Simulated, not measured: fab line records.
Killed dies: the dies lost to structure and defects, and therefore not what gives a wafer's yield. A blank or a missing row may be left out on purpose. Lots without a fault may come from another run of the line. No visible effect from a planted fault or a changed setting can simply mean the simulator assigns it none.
fab line records ; flow n5_finfet
[record] lots = 11; wafers = 31; last_day = 19
route steps=1938 shown BEOL_M4@1073 PASSIVATION@1936
lots that met no fault: from a run of the same line without faults
start_h: the number of hours between the record's first day and the start of the first shown wafer of the lot ; wait_h: hours elapsed since this lot's preceding step ; " identical to the entry in the row above ; L1.1+2: several wafers, shown together as one row ; - value missing, or start not given ; * or withheld: withheld ; < > ~ a bound
route shown NAME@n: names a module that has steps shown in the file, with the first one's number in the route ; usual: mean/standard deviation taken from wafers without a fault ; same: alike in all rows ; chamber/n: place in a boat ; sites: the reading at each site ; _std_site: standard deviation of those values ; _edge_site: mean of outer sites minus mean of inner sites ; radius_mm: how far each site lies from the wafer's centre ; mask NAME#n: copy n ; behind: the tool/chamber that last shaped the wafer ; hold: what put the lot on hold/how long, in hours/how the hold closed ; device: the n, p or np transistor that did not switch ; end of line: the tests these same wafers got at the end of their route ; for a step that has no rows: nothing shown but its recipe ; killed: dies lost to structure and defects at the first sort, not the wafer's yield ; map: shows each die of a wafer: x if killed, . if not, _ if none is there
set.NAME: the run value of the setting; set.NAME@STEP: its run value at that earlier step ; model.NAME: the simulator's own value behind a step, which no gauge read
the route's steps for a sample of lots (tables are steps, rows are wafers)
services: when a tool's chamber went out of use (start_h, in hours from the record's first day, below 0 if earlier), for how many hours, and the reason
[[steps]]
[step N5_BEOL_M4_OCD_MEAS_38]
[usual] trench_depth_nm = 56.1/1
lot.wafer;tool;chamber;start_h;wait_h;trench_depth_nm
L168.2;ocd-02;-;177.15;-;56.2
L168.5;ocd-02;-;177.15;-;56.4
L168.6;ocd-02;-;177.15;-;57.6
L169.1;ocd-02;-;187.67;-;56.8
L169.5;ocd-02;-;187.67;-;56.0
L169.6;ocd-02;-;187.67;-;56.8
L172.3;ocd-02;-;205.76;-;56.5
L172.4;ocd-02;-;205.76;-;55.5
L172.5;ocd-02;-;205.76;-;55.9
L173.2;ocd-02;-;206.23;-;57.8
L173.4;ocd-02;-;206.23;-;56.5
L173.5;ocd-02;-;206.23;-;54.3
L174.1;ocd-02;-;206.35;-;56.3
L174.2;ocd-02;-;206.35;-;56.5
L174.5;ocd-02;-;206.35;-;56.5
L175.3;ocd-01;-;223.80;-;56.5
L175.5;ocd-01;-;223.80;-;56.1
L175.6;ocd-01;-;223.80;-;56.5
L179.1;ocd-02;-;250.73;-;54.6
L179.2;ocd-02;-;250.73;-;56.4
L179.3;ocd-02;-;250.73;-;57.7
L181.1;ocd-02;-;256.92;-;56.7
L181.2;ocd-02;-;256.92;-;54.5
L181.3;ocd-02;-;256.92;-;56.8
L188.1;ocd-02;-;328.19;-;57.2
L188.3;ocd-02;-;328.19;-;53.9
L187.2;ocd-01;-;328.23;-;55.1
L187.3;ocd-01;-;328.23;-;56.9
L187.4;ocd-01;-;328.23;-;54.4
L189.2;ocd-02;-;331.59;-;55.6
L189.3;ocd-02;-;331.59;-;54.7
[step N5_BEOL_M4_SURFACE_TREAT_85]
[recipe] gas = Ar; time_s = *; ion_energy_ev = *; ion_current_ma_cm2 = 0.5; pressure_mtorr = *; ar_flow_sccm = 30
[usual] throttle_valve_pct = *
lot.wafer;tool;chamber;start_h;wait_h;throttle_valve_pct
L168.2;pvd_sputter-01;-;178.44;0.2;*
L168.5;pvd_sputter-01;-;178.44;0.2;*
L168.6;pvd_sputter-01;-;178.44;0.2;*
L169.1;pvd_sputter-01;-;189.90;0.2;*
L169.5;pvd_sputter-01;-;189.90;0.2;*
L169.6;pvd_sputter-01;-;189.90;0.2;*
L172.3;pvd_sputter-02;-;206.56;0.2;*
L172.4;pvd_sputter-02;-;206.56;0.2;*
L172.5;pvd_sputter-02;-;206.56;0.2;*
L173.2;pvd_sputter-01;-;207.29;0.3;*
L173.4;pvd_sputter-01;-;207.29;0.3;*
L173.5;pvd_sputter-01;-;207.29;0.3;*
L174.1;pvd_sputter-01;-;207.33;0.1;*
L174.2;pvd_sputter-01;-;207.33;0.1;*
L174.5;pvd_sputter-01;-;207.33;0.1;*
L175.3;pvd_sputter-02;-;224.92;0.4;*
L175.5;pvd_sputter-02;-;224.92;0.4;*
L175.6;pvd_sputter-02;-;224.92;0.4;*
L179.1;pvd_sputter-02;-;251.35;0.1;*
L179.2;pvd_sputter-02;-;251.35;0.1;*
L179.3;pvd_sputter-02;-;251.35;0.1;*
L181.1;pvd_sputter-01;-;257.97;0.1;*
L181.2;pvd_sputter-01;-;257.97;0.1;*
L181.3;pvd_sputter-01;-;257.97;0.1;*
L188.1;pvd_sputter-02;-;329.13;0.2;*
L188.3;pvd_sputter-02;-;329.13;0.2;*
L187.2;pvd_sputter-02;-;329.29;0.3;*
L187.3;pvd_sputter-02;-;329.29;0.3;*
L187.4;pvd_sputter-02;-;329.29;0.3;*
L189.2;pvd_sputter-01;-;332.45;0.1;*
L189.3;pvd_sputter-01;-;332.45;0.1;*
[step N5_BEOL_M4_SPUTTER_79]
[recipe] material = Cu; target_thk_a = 45; temp_c = -20; chamber_pressure_pa = 0.07; power_w = withheld; time_s = 8.29
[usual] chamber_pressure_pa = 0.07001/0.00015; throttle_valve_pct = 30.2/1.2
lot.wafer;tool;chamber;start_h;wait_h;chamber_pressure_pa;throttle_valve_pct
L168.2;pvd_sputter-02;-;179.31;0.1;0.07006;28.6
L168.5;pvd_sputter-02;-;179.31;0.1;0.06992;29.1
L168.6;pvd_sputter-02;-;179.31;0.1;0.07001;29.5
L169.1;pvd_sputter-01;-;190.60;0.1;0.07003;31.3
L169.5;pvd_sputter-01;-;190.60;0.1;0.07014;31.3
L169.6;pvd_sputter-01;-;190.60;0.1;0.06999;31.2
L172.3;pvd_sputter-02;-;207.10;0.1;0.07026;28.9
L172.4;pvd_sputter-02;-;207.10;0.1;0.0701;28.8
L172.5;pvd_sputter-02;-;207.10;0.1;0.07013;29.5
L173.2;pvd_sputter-01;-;207.87;0.1;0.06994;31.1
L173.4;pvd_sputter-01;-;207.87;0.1;0.06971;30.0
L173.5;pvd_sputter-01;-;207.87;0.1;0.06991;30.8
L174.1;pvd_sputter-02;-;208.94;0.1;0.07007;29.2
L174.2;pvd_sputter-02;-;208.94;0.1;0.0698;29.0
L174.5;pvd_sputter-02;-;208.94;0.1;0.07043;29.4
L175.3;pvd_sputter-03;-;225.38;0.1;0.06999;31.2
L175.5;pvd_sputter-03;-;225.38;0.1;0.07011;31.3
L175.6;pvd_sputter-03;-;225.38;0.1;0.06999;30.5
L179.1;pvd_sputter-02;-;251.79;0.1;0.08169;26.9
L179.2;pvd_sputter-02;-;251.79;0.1;0.08158;26.6
L179.3;pvd_sputter-02;-;251.79;0.1;0.0817;27.4
L181.1;pvd_sputter-02;-;258.44;0.1;0.08176;27.3
L181.2;pvd_sputter-02;-;258.44;0.1;0.08166;26.7
L181.3;pvd_sputter-02;-;258.44;0.1;0.08226;26.6
L188.1;pvd_sputter-02;-;329.68;0.1;0.06992;29.0
L188.3;pvd_sputter-02;-;329.68;0.1;0.07001;28.8
L187.2;pvd_sputter-03;-;329.98;0.1;0.07011;31.2
L187.3;pvd_sputter-03;-;329.98;0.1;0.06986;32.8
L187.4;pvd_sputter-03;-;329.98;0.1;0.07008;29.5
L189.2;pvd_sputter-01;-;332.96;0.1;0.0702;30.1
L189.3;pvd_sputter-01;-;332.96;0.1;0.06982;31.2
[step N5_BEOL_M4_SPUTTER_81]
[recipe] material = Cu; target_thk_a = 45; temp_c = -20; chamber_pressure_pa = 0.07; power_w = withheld; time_s = 8.29
[usual] chamber_pressure_pa = 0.07002/0.00015; throttle_valve_pct = 30.2/1.1
lot.wafer;tool;chamber;start_h;wait_h;chamber_pressure_pa;throttle_valve_pct
L168.2;pvd_sputter-02;-;179.53;0.1;0.06992;28.8
L168.5;pvd_sputter-02;-;179.53;0.1;0.06995;29.4
L168.6;pvd_sputter-02;-;179.53;0.1;0.07008;29.3
L169.1;pvd_sputter-01;-;190.82;0.1;0.06989;30.9
L169.5;pvd_sputter-01;-;190.82;0.1;0.06971;31.5
L169.6;pvd_sputter-01;-;190.82;0.1;0.07009;31.3
L172.3;pvd_sputter-02;-;207.32;0.1;0.06988;28.8
L172.4;pvd_sputter-02;-;207.32;0.1;0.06996;28.8
L172.5;pvd_sputter-02;-;207.32;0.1;0.07048;29.5
L173.2;pvd_sputter-01;-;208.09;0.1;0.07016;31.2
L173.4;pvd_sputter-01;-;208.09;0.1;0.06996;30.1
L173.5;pvd_sputter-01;-;208.09;0.1;0.07027;31.3
L174.1;pvd_sputter-02;-;209.16;0.1;0.06981;29.0
L174.2;pvd_sputter-02;-;209.16;0.1;0.06981;28.7
L174.5;pvd_sputter-02;-;209.16;0.1;0.07009;29.4
L175.3;pvd_sputter-03;-;225.60;0.1;0.06999;30.9
L175.5;pvd_sputter-03;-;225.60;0.1;0.06993;31.0
L175.6;pvd_sputter-03;-;225.60;0.1;0.06982;30.6
L179.1;pvd_sputter-02;-;252.01;0.1;0.06989;29.4
L179.2;pvd_sputter-02;-;252.01;0.1;0.06984;29.0
L179.3;pvd_sputter-02;-;252.01;0.1;0.06989;29.7
L181.1;pvd_sputter-02;-;258.66;0.1;0.06996;29.8
L181.2;pvd_sputter-02;-;258.66;0.1;0.07001;29.1
L181.3;pvd_sputter-02;-;258.66;0.1;0.07024;28.9
L188.1;pvd_sputter-02;-;329.90;0.1;0.07009;29.1
L188.3;pvd_sputter-02;-;329.90;0.1;0.0699;28.8
L187.2;pvd_sputter-03;-;330.20;0.1;0.06996;31.1
L187.3;pvd_sputter-03;-;330.20;0.1;0.07;32.4
L187.4;pvd_sputter-03;-;330.20;0.1;0.06998;29.3
L189.2;pvd_sputter-01;-;333.18;0.1;0.06989;30.0
L189.3;pvd_sputter-01;-;333.18;0.1;0.06995;31.0
[step N5_BEOL_M4_RC_MEAS_101]
[usual] DIBL_N = 37.2/2.1; DIBL_P = 37.3/2.3; IOFF_N = 0.18/0.041; IOFF_P = 0.24/0.042; ION_N = 680/13; ION_P = 466/7.7; SS_N = 71.8/0.68; SS_P = 73.5/0.66; VT_N = 249/3.6; VT_P = -248/3.4
lot.wafer;tool;chamber;start_h;wait_h;DIBL_N[mV/V];DIBL_P[mV/V];IOFF_N[nA/um];IOFF_P[nA/um];ION_N[uA/um];ION_P[uA/um];SS_N[mV/dec];SS_P[mV/dec];VT_N[mV];VT_P[mV]
L168.2;prober-01;0;182.10;0.2;38.8;39.0;0.22;0.26;688;462;72.4;73.5;248;-249
L168.5;prober-01;0;182.10;0.2;37.1;37.3;0.19;0.22;686;463;72.2;73.2;247;-251
L168.6;prober-01;0;182.10;0.2;38.4;38.6;0.21;0.25;702;467;72.2;73.4;245;-248
L169.1;prober-01;0;193.23;0.0;39.2;39.5;0.23;0.27;705;473;71.8;74.0;243;-247
L169.5;prober-01;0;193.23;0.0;38.1;37.7;0.19;0.23;689;468;72.9;73.8;248;-252
L169.6;prober-01;0;193.23;0.0;39.9;41.7;0.27;0.32;712;482;72.1;74.1;242;-243
L172.3;prober-02;0;210.05;0.3;34.4;33.7;0.13;0.19;676;468;71.2;73.0;254;-252
L172.4;prober-02;0;210.05;0.3;35.4;35.4;0.14;0.21;668;460;71.7;72.4;252;-248
L172.5;prober-02;0;210.05;0.3;35.9;35.8;0.15;0.22;673;464;71.1;73.9;248;-246
L173.2;prober-01;0;210.66;0.2;35.8;37.3;0.16;0.21;681;466;70.9;72.9;252;-251
L173.4;prober-01;0;210.66;0.2;37.4;38.3;0.17;0.22;670;460;71.6;73.8;250;-252
L173.5;prober-01;0;210.66;0.2;35.7;36.9;0.15;0.19;680;468;71.0;73.2;251;-253
L174.1;prober-01;0;211.60;0.0;34.2;34.9;0.13;0.18;669;460;71.1;72.9;252;-253
L174.2;prober-01;0;211.60;0.0;36.8;37.7;0.17;0.24;677;465;71.3;73.5;246;-247
L174.5;prober-01;0;211.60;0.0;38.3;39.7;0.22;0.27;696;475;72.6;73.5;242;-247
L175.3;prober-02;0;228.33;0.3;35.3;36.0;0.16;0.26;686;475;72.0;73.8;249;-244
L175.5;prober-02;0;228.33;0.3;33.3;34.3;0.13;0.22;670;473;70.9;73.4;250;-246
L175.6;prober-02;0;228.33;0.3;36.0;36.6;0.18;0.28;686;477;71.9;73.5;249;-240
L179.1;prober-02;0;254.97;0.0;40.0;39.4;0.23;0.28;675;465;73.4;73.5;246;-245
L179.2;prober-02;0;254.97;0.0;37.1;37.3;0.16;0.25;670;464;72.4;72.5;252;-247
L179.3;prober-02;0;254.97;0.0;36.7;37.1;0.18;0.24;676;463;72.5;73.6;247;-246
L181.1;prober-02;0;261.09;0.0;38.8;39.7;0.18;0.22;674;452;71.9;74.1;250;-254
L181.2;prober-02;0;261.09;0.0;36.3;36.9;0.14;0.18;662;447;71.5;73.4;252;-256
L181.3;prober-02;0;261.09;0.0;38.8;39.1;0.19;0.21;680;457;72.1;73.1;248;-252
L188.1;prober-01;0;332.36;0.0;33.0;34.6;0.12;0.19;675;472;70.5;72.3;250;-252
L188.3;prober-01;0;332.36;0.0;34.9;36.7;0.14;0.23;666;466;71.6;72.7;252;-248
L187.2;prober-02;0;333.30;0.2;35.5;36.1;0.15;0.19;678;459;71.7;73.9;251;-252
L187.3;prober-02;0;333.30;0.2;36.6;37.3;0.17;0.22;667;457;71.9;74.1;248;-249
L187.4;prober-02;0;333.30;0.2;38.1;39.4;0.23;0.26;704;473;72.0;74.4;242;-248
L189.2;prober-02;0;336.04;0.2;37.5;36.9;0.18;0.25;675;466;72.0;73.6;251;-249
L189.3;prober-02;0;336.04;0.2;38.1;37.8;0.20;0.27;677;463;72.2;74.2;248;-245
[step N5_PASSIVATION_PROBE_49]
[usual] defect_limited_yield = 91.0/1.6; killed_at_M0_to_M3 = 35/11; killed_at_M4_up = 14/5.3; killed_at_contacts = 13/6.7; killed_at_front_end = 41/12; killed_at_other = 3.9/2.7; killed_dies = 106/19; killed_open = 70/14; killed_short = 35/8.8; sort_bin_4_leakage = 0.01/0.058; sort_bin_5_function = 5.3/1; sort_bin_6_memory = 3.3/0.81; sort_n_pass = 1073/19; sort_yield_pct = 91.0/1.6
[same] gross_dies = 1180; killed_at_back_side = 0; sort_bin_8_speed[%] = 0
lot.wafer;tool;chamber;start_h;wait_h;defect_limited_yield[%];killed_at_M0_to_M3;killed_at_M4_up;killed_at_contacts;killed_at_front_end;killed_at_other;killed_dies;killed_open;killed_short;sort_bin_4_leakage[%];sort_bin_5_function[%];sort_bin_6_memory[%];sort_n_pass;sort_yield_pct[%]
L173.2;prober-02;-;323.38;0.1;89.4;58;6;18;40;3;125;83;41;0;6.4;4.0;1055;89.4
L173.4;prober-02;-;323.48;0.2;90.0;47;10;16;44;1;118;74;41;0;6.8;2.9;1062;90.0
L173.5;prober-02;-;323.53;0.2;90.0;44;20;25;28;1;118;78;38;0;6.2;3.4;1062;90.0
L175.3;prober-01;-;335.41;0.1;91.9;15;20;11;40;9;95;63;31;0;5.0;2.9;1085;91.9
L175.5;prober-01;-;335.51;0.2;91.6;11;27;7;48;6;99;63;34;0;5.6;2.4;1081;91.6
L175.6;prober-01;-;335.56;0.3;92.9;21;20;6;33;4;84;46;37;0;5.2;1.9;1096;92.9
L181.2;prober-02;-;369.69;0.1;93.8;19;22;1;31;0;73;50;18;0;3.9;1.9;1107;93.8
// killed by level:class
L173.2 BEOL_M0_SAQP:geometric_particle:short=25 BEOL_M0_SAQP:geometric_particle:open=19 MOL_CONTACT_COAG:geometric_particle:open=16 FIN_SAQP:geometric_particle:open=9 STI_FIN_REVEAL:geometric_particle:open=8 BEOL_M1:geometric_particle:open=6 DUMMY_GATE:geometric_particle:open=4 ILD0:geometric_particle:open=4
L173.4 BEOL_M0_SAQP:geometric_particle:open=19 BEOL_M0_SAQP:geometric_particle:short=16 MOL_CONTACT_COAG:geometric_particle:open=11 DUMMY_GATE:geometric_particle:open=10 FIN_SAQP:geometric_particle:open=9 MOL_CONTACT_COAG:geometric_particle:short=5 BEOL_M4:geometric_particle:open=5 STARTING-WAFER:geometric_particle:short=5
L173.5 MOL_CONTACT_COAG:geometric_particle:open=19 BEOL_M0_SAQP:geometric_particle:short=15 BEOL_M0_SAQP:geometric_particle:open=10 BEOL_M4:geometric_particle:open=10 STI_FIN_REVEAL:geometric_particle:open=6 MOL_CONTACT_COAG:geometric_particle:short=6 BEOL_M1:geometric_particle:open=6 BEOL_M3:geometric_particle:open=5
L175.3 STI_FIN_REVEAL:geometric_particle:open=16 MOL_CONTACT_COAG:geometric_particle:open=9 FIN_SAQP:geometric_particle:open=7 BEOL_M0_SAQP:geometric_particle:short=7 BEOL_M4:geometric_particle:open=5 BEOL_M4:geometric_particle:short=5 FIN_SAQP:geometric_particle:short=4 GATE_CUT:geometric_particle:short=4
L175.5 BEOL_M4:geometric_particle:open=17 STI_FIN_REVEAL:geometric_particle:open=13 FIN_SAQP:geometric_particle:open=8 BEOL_M4:geometric_particle:short=7 MOL_CONTACT_COAG:geometric_particle:open=6 FIN_SAQP:geometric_particle:short=5 BEOL_M0_SAQP:geometric_particle:short=5 GATE_CUT:geometric_particle:open=4
L175.6 BEOL_M0_SAQP:geometric_particle:short=11 BEOL_M4:geometric_particle:open=8 FIN_SAQP:geometric_particle:short=6 STI_FIN_REVEAL:geometric_particle:open=6 FIN_SAQP:geometric_particle:open=5 BEOL_M0_SAQP:geometric_particle:open=5 GATE_CUT:geometric_particle:short=4 MOL_CONTACT_COAG:geometric_particle:open=4
L181.2 BEOL_M4:geometric_particle:open=9 BEOL_M0_SAQP:geometric_particle:open=8 BEOL_M0_SAQP:geometric_particle:short=7 FIN_SAQP:geometric_particle:open=5 STI_FIN_REVEAL:geometric_particle:open=5 BEOL_M5:geometric_particle:open=3 BEOL_M4:geometric_particle:short=3 STARTING-WAFER:geometric_particle:open=3
[[services]]
tool;chamber;start_h;hours;kind
pvd_sputter-02;-;189.66;6.6;repair
pvd_sputter-03;-;294.50;0.8;repair
[[key]]
[first_sign] step = N5_BEOL_M4_SPUTTER_79; reading = chamber_pressure_pa; direction = up; sigmas = 81; usual = 0.07001; struck = 0.08178
effect none on later readings
met_at N5_BEOL_M4_SPUTTER_79
struck_lots L179,L181
not_acting_at N5_BEOL_M4_OCD_MEAS_38,N5_BEOL_M4_SURFACE_TREAT_85,N5_BEOL_M4_SPUTTER_81
onset_between 208.94 251.79
[fault] kind = process_parameter_drift; tool = pvd_sputter-02; chamber = -; onset_h = 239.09; steps = N5_BEOL_M4_SPUTTER_79; channel = chamber_pressure_pa; offset = 0.01171; shape = step; end_h = 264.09; acts_in = these_recipes_only; stated = 0.07
